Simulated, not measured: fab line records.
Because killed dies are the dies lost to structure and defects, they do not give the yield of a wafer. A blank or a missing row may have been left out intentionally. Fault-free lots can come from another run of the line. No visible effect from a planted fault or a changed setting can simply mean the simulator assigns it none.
The tool behind it: which one?    flow nand-harc    15 lots with 42 wafers sampled at 4 steps, on a route of 1302 steps

== WHAT THE GAUGES READ, wafer by wafer ==
The record holds no reading of a measuring or inspecting step that can be judged against a usual standard deviation.

== WHICH TOOL RAN EACH LOT (tool, then ch and the chambers of the sampled wafers, then the start) ==
lot   NHARC_A_STAIRCASE_STRIP_171           NHARC_A_STAIRCASE_ETCH_13           NHARC_A_STAIRCASE_TRIM_14       NHARC_A_STAIRCASE_TRIM_18
L405  plasma-asher-02 ch 0, day 15 20:32    rie-diel-08 ch 0,1, day 15 22:08    rie-diel-08 ch 1,2, no start    rie-diel-08 ch 0,1,3, no start
L406  plasma-asher-02 ch 0,1, day 16 17:23  rie-diel-03 ch 0,1,2, day 16 19:01  rie-diel-03 ch 1,2,3, no start  rie-diel-03 ch 1,2,3, no start
L407  plasma-asher-01 ch 0,1, day 16 17:33  rie-diel-12 ch 0,1, day 16 19:22    rie-diel-12 ch 0,1, no start    rie-diel-12 ch 0,1, no start
L410  plasma-asher-01 ch 1, day 18 12:33    rie-diel-03 ch 1,3, day 18 14:16    rie-diel-03 ch 0,1, no start    rie-diel-03 ch 0,1,3, no start
L411  plasma-asher-01 ch 0,1, day 18 22:14  rie-diel-12 ch 1,2,3, day 18 23:56  rie-diel-12 ch 1,2, no start    rie-diel-12 ch 0,2, no start
L412  plasma-asher-01 ch 0,1, day 20 06:46  rie-diel-12 ch 1,3, day 20 08:33    rie-diel-12 ch 0,3, no start    rie-diel-12 ch 0,2,3, no start
L416  plasma-asher-02 ch 1, day 20 22:12    rie-diel-12 ch 2,3, day 20 23:46    rie-diel-12 ch 1,2, no start    rie-diel-12 ch 0,3, no start
L418  plasma-asher-02 ch 0, day 21 06:31    rie-diel-12 ch 0,3, day 21 08:16    rie-diel-12 ch 1,3, no start    rie-diel-12 ch 0,1, no start
L419  plasma-asher-02 ch 0,1, day 21 22:44  rie-diel-12 ch 2,3, day 22 00:25    rie-diel-12 ch 0,3, no start    rie-diel-12 ch 2,3, no start
L420  plasma-asher-01 ch 0,1, day 22 11:02  rie-diel-08 ch 0,1,2, day 22 12:44  rie-diel-08 ch 0,1,3, no start  rie-diel-08 ch 0,1,3, no start
L423  plasma-asher-01 ch 0,1, day 23 17:44  rie-diel-03 ch 0,1,3, day 23 19:29  rie-diel-03 ch 0,1,3, no start  rie-diel-03 ch 0,2,3, no start
L422  plasma-asher-01 ch 0,1, day 23 18:17  rie-diel-08 ch 1,2, day 23 20:24    rie-diel-08 ch 2,3, no start    rie-diel-08 ch 0,1,2, no start
L426  plasma-asher-02 ch 1, day 24 21:27    rie-diel-03 ch 0,1,3, day 24 23:02  rie-diel-03 ch 0,1,3, no start  rie-diel-03 ch 0,1,2, no start
L425  plasma-asher-02 ch 0,1, day 25 03:41  rie-diel-12 ch 0,2,3, day 25 05:26  rie-diel-12 ch 0,1,2, no start  rie-diel-12 ch 0,1,2, no start
L427  plasma-asher-01 ch 0,1, day 25 09:52  rie-diel-12 ch 0,1,2, day 25 11:32  rie-diel-12 ch 0,1,2, no start  rie-diel-12 ch 0,1,2, no start
- NHARC_A_STAIRCASE_STRIP_171: strips in O2.
- NHARC_A_STAIRCASE_ETCH_13: etches the open film in C4F8/O2, target depth 100 nm, time 40.5 s.
- NHARC_A_STAIRCASE_TRIM_14: chemistry O2, time 211.2 s.
- NHARC_A_STAIRCASE_TRIM_18: chemistry O2, time 211.2 s.

== WHAT THE TOOLS THEMSELVES READ (means of the sampled wafers that have a number; where no wafer has one, the mark that the record gives instead) ==
NHARC_A_STAIRCASE_STRIP_171. Usual: drypump-motor-current-A 5.6 A, standard deviation 0.56; heater-power-w 313 W, standard deviation 15.
lot   tool             drypump-motor-current-A (A)  heater-power-w (W)  flag
L405  plasma-asher-02  5.4                          292                 
L406  plasma-asher-02  5.2                          302                 
L407  plasma-asher-01  6.2                          307                 
L410  plasma-asher-01  6.2                          305                 
L411  plasma-asher-01  6.2                          305                 
L412  plasma-asher-01  6.2                          308                 
L416  plasma-asher-02  4.9                          334                 
L418  plasma-asher-02  5.4                          298                 
L419  plasma-asher-02  5.2                          318                 
L420  plasma-asher-01  6.2                          309                 
L423  plasma-asher-01  6.2                          313                 
L422  plasma-asher-01  6.2                          322                 
L426  plasma-asher-02  4.8                          340                 
L425  plasma-asher-02  5.1                          322                 
L427  plasma-asher-01  6.2                          324                 

NHARC_A_STAIRCASE_ETCH_13. Usual: oes-product-au 0.938 a.u., standard deviation 0.013; rf-vpp-V 894 V, standard deviation 5.1.
lot   tool         oes-product-au (a.u.)  rf-vpp-V (V)  flag
L405  rie-diel-08  0.942                  891           
L406  rie-diel-03  0.950                  900           
L407  rie-diel-12  0.927                  898           
L410  rie-diel-03  0.953                  901           
L411  rie-diel-12  0.954                  895           
L412  rie-diel-12  0.947                  895           
L416  rie-diel-12  1.075                  894           OFF
L418  rie-diel-12  1.016                  894           OFF
L419  rie-diel-12  1.001                  893           OFF
L420  rie-diel-08  0.948                  888           
L423  rie-diel-03  0.941                  898           
L422  rie-diel-08  0.934                  887           
L426  rie-diel-03  0.947                  898           
L425  rie-diel-12  0.932                  892           
L427  rie-diel-12  0.936                  894           

NHARC_A_STAIRCASE_TRIM_14. Usual: drypump-motor-current-A 5.6 A, standard deviation 0.32; oes-product-au 0.998 a.u., standard deviation 0.0073; rf-vpp-V 57.6 V, standard deviation 0.82; showerhead-plenum-p-Torr 3.47 Torr, standard deviation 0.14; throttle-valve-pct 17.036 %, standard deviation 0.0092.
lot   tool         drypump-motor-current-A (A)  oes-product-au (a.u.)  rf-vpp-V (V)  showerhead-plenum-p-Torr (Torr)  throttle-valve-pct (%)  flag
L405  rie-diel-08  6.2                          0.996                  56.9          3.31                             17.031                  
L406  rie-diel-03  5.5                          0.991                  57.8          3.57                             17.024                  
L407  rie-diel-12  5.5                          1.004                  57.8          3.54                             17.036                  
L410  rie-diel-03  5.1                          1.013                  58.1          3.67                             17.040                  
L411  rie-diel-12  5.4                          1.003                  58.6          3.51                             17.035                  
L412  rie-diel-12  5.5                          0.991                  57.2          3.47                             17.037                  
L416  rie-diel-12  5.5                          0.986                  58.5          3.52                             17.046                  
L418  rie-diel-12  5.6                          0.984                  58.3          3.52                             17.023                  
L419  rie-diel-12  5.5                          0.994                  58.0          3.46                             17.042                  
L420  rie-diel-08  5.7                          0.997                  57.4          3.33                             17.031                  
L423  rie-diel-03  5.3                          0.998                  57.8          3.60                             17.032                  
L422  rie-diel-08  5.6                          1.004                  57.4          3.30                             17.036                  
L426  rie-diel-03  5.2                          1.000                  58.0          3.59                             17.038                  
L425  rie-diel-12  5.5                          0.992                  56.9          3.49                             17.034                  
L427  rie-diel-12  5.5                          0.993                  57.6          3.49                             17.033                  

NHARC_A_STAIRCASE_TRIM_18. Usual: drypump-motor-current-A 5.53 A, standard deviation 0.3; oes-product-au 0.999 a.u., standard deviation 0.0063; rf-vpp-V 57.7 V, standard deviation 0.91; showerhead-plenum-p-Torr 3.48 Torr, standard deviation 0.13; throttle-valve-pct 17.037 %, standard deviation 0.0097.
lot   tool         drypump-motor-current-A (A)  oes-product-au (a.u.)  rf-vpp-V (V)  showerhead-plenum-p-Torr (Torr)  throttle-valve-pct (%)  flag
L405  rie-diel-08  5.77                         1.002                  57.3          3.36                             17.038                  
L406  rie-diel-03  5.47                         0.998                  57.1          3.57                             17.038                  
L407  rie-diel-12  5.61                         1.003                  57.8          3.59                             17.045                  
L410  rie-diel-03  5.27                         1.004                  58.1          3.61                             17.043                  
L411  rie-diel-12  5.39                         0.998                  57.5          3.48                             17.027                  
L412  rie-diel-12  5.39                         1.000                  57.8          3.46                             17.047                  
L416  rie-diel-12  5.51                         0.996                  57.6          3.46                             17.041                  
L418  rie-diel-12  5.58                         1.004                  58.3          3.54                             17.032                  
L419  rie-diel-12  5.35                         0.990                  58.0          3.44                             17.032                  
L420  rie-diel-08  5.77                         1.004                  57.8          3.33                             17.039                  
L423  rie-diel-03  5.34                         0.998                  58.2          3.49                             17.042                  
L422  rie-diel-08  5.98                         0.998                  57.7          3.31                             17.042                  
L426  rie-diel-03  5.28                         0.993                  57.9          3.60                             17.034                  
L425  rie-diel-12  5.45                         0.999                  57.9          3.49                             17.049                  
L427  rie-diel-12  5.46                         1.001                  57.1          3.49                             17.035                  

== THE ANSWER, worked out from the rows above alone ==
Rule: take the mean of a lot's wafers that have a number; if it is more than 3 standard deviations from the usual mean, the lot is off. A lot without any number at a reading at which 4 lots or more have one is off too. All remaining lots with rows at the step are treated as sound. Order of review: gauges by route order, followed by the tools' own readings, for which a lot's mean as printed above is used. At the first step where some lot is off, the reading lying furthest off is the one used; lots without a number count as furthest.
Off, at NHARC_A_STAIRCASE_ETCH_13 on oes-product-au: L416, L418, L419.
If a tool, at that step or one of the process steps before it, ran each lot that is off and ran no sound lot following the first of them, it fits. None of those tried fits.

== WHAT THE SIMULATOR PUT IN ==
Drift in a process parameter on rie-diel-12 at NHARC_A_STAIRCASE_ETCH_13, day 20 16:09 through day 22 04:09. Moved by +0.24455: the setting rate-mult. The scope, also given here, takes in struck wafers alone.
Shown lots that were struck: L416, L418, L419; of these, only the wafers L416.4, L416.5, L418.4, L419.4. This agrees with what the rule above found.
